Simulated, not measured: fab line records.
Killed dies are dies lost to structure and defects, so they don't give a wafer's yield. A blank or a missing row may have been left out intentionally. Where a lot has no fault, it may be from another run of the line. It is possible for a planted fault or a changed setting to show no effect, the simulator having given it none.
Matching of chambers + flow nand-harc + 4 sister chambers for NHARC_A_M1_DESCUM_14 on rie-diel-04
The step chemistry O2, time 3 s. 4 wafers are shown with their chamber, then 9 later ones without.

== WAFERS, EACH WITH ITS CHAMBER ==
| wafer  | chamber | drypump-motor-current-A (A) |
|--------|---------|-----------------------------|
| L090.1 | 3       | 4.6                         |
| L089.3 | 1       | 4.8                         |
| L095.1 | 0       | 5.9                         |
| L095.6 | 2       | 4.6                         |

== WAFERS MISSING THEIR CHAMBER ==
| wafer  | drypump-motor-current-A (A) |
|--------|-----------------------------|
| L094.2 | 4.8                         |
| L094.4 | 4.7                         |
| L094.5 | 4.8                         |
| L096.1 | 4.7                         |
| L096.2 | 4.8                         |
| L096.3 | 4.7                         |
| L097.1 | 4.7                         |
| L097.2 | 4.7                         |
| L097.3 | 5.9                         |

== THE CHAMBER EACH PASSED THROUGH ==
| wafer  | from the rows above          | in truth |
|--------|------------------------------|----------|
| L094.2 | 1                            | 1        |
| L094.4 | can't be placed: 1 or 2 or 3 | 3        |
| L094.5 | 1                            | 1        |
| L096.1 | can't be placed: 1 or 2 or 3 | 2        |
| L096.2 | 1                            | 1        |
| L096.3 | can't be placed: 1 or 2 or 3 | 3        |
| L097.1 | can't be placed: 1 or 2 or 3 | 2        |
| L097.2 | can't be placed: 1 or 2 or 3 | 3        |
| L097.3 | 0                            | 0        |
Correctly placed: 4 of 9. Not placeable from these rows: 5 (in 5, the candidates include the true chamber). Wrongly placed: 0.
How it was worked out, from the rows above alone: a wafer's distance from a chamber is the root of the sum, over the readings, of the square of ((its reading less the chamber's mean) divided by the reading's scatter). The wafer belongs to the nearest chamber; if the next one is less than 2 further off, it can't be placed. A chamber's mean is the mean of its shown wafers. The scatter: root of mean squared gap, hidden wafer to nearest shown wafer, with one shown wafer a chamber.
